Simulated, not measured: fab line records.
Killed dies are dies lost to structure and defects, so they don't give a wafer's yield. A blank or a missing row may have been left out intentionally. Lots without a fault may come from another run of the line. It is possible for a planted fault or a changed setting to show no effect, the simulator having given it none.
Matching of chambers || flow nand-harc || NHARC_A_STAIRCASE_DESCUM_252 on rie-diel-04 has 4 sister chambers
The step chemistry O2, time 3 s. 4 wafers are shown with their chamber, then 7 later ones without.

## WAFERS, EACH WITH ITS CHAMBER
{"wafer": "L092.3", "chamber": 0, "drypump-motor-current-A (A)": 5.4}
{"wafer": "L092.4", "chamber": 1, "drypump-motor-current-A (A)": 4.9}
{"wafer": "L095.1", "chamber": 2, "drypump-motor-current-A (A)": 6.0}
{"wafer": "L095.4", "chamber": 3, "drypump-motor-current-A (A)": 5.4}

## WAFERS WITHOUT THEIR CHAMBER
{"wafer": "L095.6", "drypump-motor-current-A (A)": 6.0}
{"wafer": "L096.1", "drypump-motor-current-A (A)": 5.4}
{"wafer": "L096.5", "drypump-motor-current-A (A)": 5.4}
{"wafer": "L096.6", "drypump-motor-current-A (A)": 6.0}
{"wafer": "L097.2", "drypump-motor-current-A (A)": 5.4}
{"wafer": "L097.4", "drypump-motor-current-A (A)": 4.8}
{"wafer": "L097.6", "drypump-motor-current-A (A)": 4.8}

## WHICH CHAMBER EACH ONE RAN IN
{"wafer": "L095.6", "from the rows above": 2, "in truth": 2}
{"wafer": "L096.1", "from the rows above": "can't be placed: 0 or 3", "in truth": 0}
{"wafer": "L096.5", "from the rows above": "can't be placed: 0 or 3", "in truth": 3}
{"wafer": "L096.6", "from the rows above": 2, "in truth": 2}
{"wafer": "L097.2", "from the rows above": "can't be placed: 0 or 3", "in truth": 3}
{"wafer": "L097.4", "from the rows above": 1, "in truth": 1}
{"wafer": "L097.6", "from the rows above": 1, "in truth": 1}
Correct placement for 4 of the 7. These rows do not allow placing 3 (true chamber among the candidates in 3). Number placed wrongly: 0.
How it was worked out, from the rows above alone: a wafer's distance from a chamber is the root of the sum, over the readings, of the square of ((its reading less the chamber's mean) divided by the reading's scatter). If the next closest chamber is less than 2 further off than the closest, the wafer can't be placed; otherwise it belongs to the closest. For every chamber, the mean is computed from those of its wafers that are shown. The scatter (one wafer shown for each chamber): square how far every hidden wafer sits from the nearest shown wafer, average those squares and take the square root.
